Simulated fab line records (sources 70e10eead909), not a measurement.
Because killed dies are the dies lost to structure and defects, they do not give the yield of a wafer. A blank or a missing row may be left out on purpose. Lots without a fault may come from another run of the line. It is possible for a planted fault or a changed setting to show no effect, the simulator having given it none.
A lot that was struck, set against a sound lot    flow nand_harc    14 steps out of a route of 1302
Sound: these wafers, L497.3, L497.4, L497.5. The struck wafers were L515.1, L515.3, L515.6. The cause comes at the end.
At each step with rows: each side's tool, then ch and its chambers, then its first start. Under that, the readings that differ: sound wafers    struck wafers    difference of the means    sigmas: that difference in standard deviations of wafers without a fault.
alike: readings whose means differ by less than 2 such deviations, and words and numbers that are the same on both sides. not compared: withheld readings, readings that some wafer has no value for, bounds like >300 that may hide the same value, and numbers for which the record gives no deviation and whose values overlap.
A row with sigmas, a row that says differs or no value, or rows on one side alone: a step with any of these is where the two part. Numbers that don't overlap but have no deviation are shown without sigmas and don't part them. A reading missing from all wafers of one side parts the sides only when that side holds two or more wafers.

first, 1 step without rows for these wafers: NHARC_A_CONTACT_ETCH_128 (etches the open film in C4F8/O2/Ar, time 197 s, target depth 1918 nm).
NHARC_A_CONTACT_ETCH_129: etches the open film in C4F8/O2/Ar, time 197 s, target depth 1918 nm.
  sound on har_cap_etch-03 ch 0,1, day 22 04:03; struck on har_cap_etch-02 ch 1, day 30 03:13
  alike: chamber_pressure_mTorr, oes_air_line_au
  not compared: rf_hours_counter_h
NHARC_A_CONTACT_ETCH_130: etches the open film in C4F8/O2/Ar, time 197 s, target depth 1918 nm.
  sound on har_cap_etch-03 ch 0,1, day 22 04:15; struck on har_cap_etch-02 ch 1, day 30 03:28
reading                 sound              struck             difference  sigmas
oes_air_line_au (a.u.)  1.030 1.005 1.009  0.955 0.946 1.017  -0.042      -2
  alike: chamber_pressure_mTorr
  not compared: rf_hours_counter_h
NHARC_A_CONTACT_ETCH_131: etches the open film in C4F8/O2/Ar, time 197 s, target depth 1918 nm.
  sound on har_cap_etch-03 ch 0,1, day 22 04:29; struck on har_cap_etch-02 ch 1, day 30 03:42
  alike: chamber_pressure_mTorr, oes_air_line_au
  not compared: rf_hours_counter_h
NHARC_A_CONTACT_ETCH_132: etches the open film in C4F8/O2/Ar, time 197 s, target depth 1924 nm.
  sound on har_cap_etch-03 ch 0,1, day 22 04:43; struck on har_cap_etch-02 ch 1, day 30 03:56
  alike: chamber_pressure_mTorr, oes_air_line_au
  not compared: rf_hours_counter_h
then, 2 steps without rows for these wafers: NHARC_A_CONTACT_ETCH_133 (etches the open film in C4F8/O2/Ar, time 374 s, target depth 1610 nm); NHARC_A_CONTACT_ETCH_91 (etches the open film in CH3F/O2, target depth 40 nm, time 85.7 s).
NHARC_A_CONTACT_ETCH_97: etches the open film in C4F6/O2, target depth 20 nm, time 10 s.
  sound on rie_diel-04 ch 2,3; struck on rie_diel-05 ch 2,3
reading                sound              struck             difference  sigmas
c4f6_flow_sccm (sccm)  24.96 24.98 24.92  25.07 25.13 25.08  +0.14       +2
  alike: bias_w, chamber_pressure_mTorr, drypump_motor_current_A, oes_product_au, rf_vpp_V, showerhead_plenum_p_Torr, throttle_valve_pct
  not compared: rf_hours_counter_h
NHARC_A_CONTACT_CD_MEAS_80:
  sound on cd_sem-03 at day 22 06:01; struck on cd_sem-01 at day 30 05:19
reading     sound              struck             difference  sigmas
cd_nm (nm)  289.4 288.6 289.6  290.8 291.5 291.1  +1.9        +2
then, 3 steps without rows for these wafers: NHARC_A_CONTACT_STRIP_103 (strips in N2/H2); NHARC_A_CONTACT_STRIP_104 (strips in CF4/CHF3); NHARC_A_CONTACT_STRIP_105 (strips in O2/COS).
NHARC_A_CONTACT_ETCH_106: etches the open film in CF4/O2, target depth 90 nm, overetch 9 nm, time 49.5 s.
  sound on rie_diel-04 ch 1,2, day 22 06:18; struck on rie_diel-04 ch 1,2,3, day 30 05:37
  no value came back on the struck wafers for any of 9 readings (bias_w (W), cf4_flow_sccm (sccm) and others); on the sound wafers bias_w (W) reads 100.7 99.9 99.9
  not compared: rf_hours_counter_h
then, 1 step without rows for these wafers: NHARC_A_CONTACT_STRIP_82 (strips in O2).

WHERE THEY PART
Earliest at NHARC_A_CONTACT_ETCH_130; latest, in this record, at NHARC_A_CONTACT_ETCH_106.

WHY: what had been put in by the simulator
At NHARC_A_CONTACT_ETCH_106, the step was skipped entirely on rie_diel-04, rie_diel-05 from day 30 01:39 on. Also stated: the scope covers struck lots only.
